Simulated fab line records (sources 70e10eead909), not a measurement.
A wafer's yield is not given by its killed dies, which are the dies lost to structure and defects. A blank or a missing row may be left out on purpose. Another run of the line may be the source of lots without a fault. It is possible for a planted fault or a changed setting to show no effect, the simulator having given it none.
Matching of chambers | flow nand_harc | NHARC_P_BONDPAD_DEP_00 on pecvd-02: 3 sister chambers
The step deposits SiCN, target thk 250 nm. 6 wafers are shown with their chamber, then 8 later ones without.

== EACH WAFER AND ITS CHAMBER ==
wafer  | chamber | heater_power_w (W)
L078.5 | 0       | 532
L079.5 | 2       | 563
L081.2 | 0       | 499
L081.3 | 2       | 520
L081.5 | 1       | 530
L088.1 | 1       | 544

== WAFERS WITHOUT THEIR CHAMBER ==
wafer  | heater_power_w (W)
L088.2 | 470
L088.3 | 528
L091.1 | 636
L091.3 | 475
L091.5 | 539
L094.2 | 503
L094.4 | 490
L094.6 | 537

== WHICH CHAMBER EACH WENT THROUGH ==
wafer  | from the rows above          | in truth
L088.2 | can't be placed: 0 or 1 or 2 | 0
L088.3 | can't be placed: 1 or 0 or 2 | 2
L091.1 | can't be placed: 2 or 1 or 0 | 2
L091.3 | can't be placed: 0 or 1 or 2 | 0
L091.5 | can't be placed: 1 or 2 or 0 | 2
L094.2 | can't be placed: 0 or 1 or 2 | 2
L094.4 | can't be placed: 0 or 1 or 2 | 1
L094.6 | can't be placed: 1 or 2 or 0 | 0
Correctly placed: 0 of 8. Unplaceable from these rows: 8, with the true chamber sitting among the candidates in 8. 0 placed wrongly.
How it was worked out, from the rows above alone: a wafer's distance from a chamber is the root of the sum, over the readings, of the square of ((its reading less the chamber's mean) divided by the reading's scatter). The wafer belongs to the nearest chamber; if the next one is less than 2 further off, it can't be placed. A chamber's mean is the mean of its shown wafers. The scatter: the root of (the sum of the squares of (reading less its chamber's mean) over the shown wafers, divided by (wafers less chambers)).
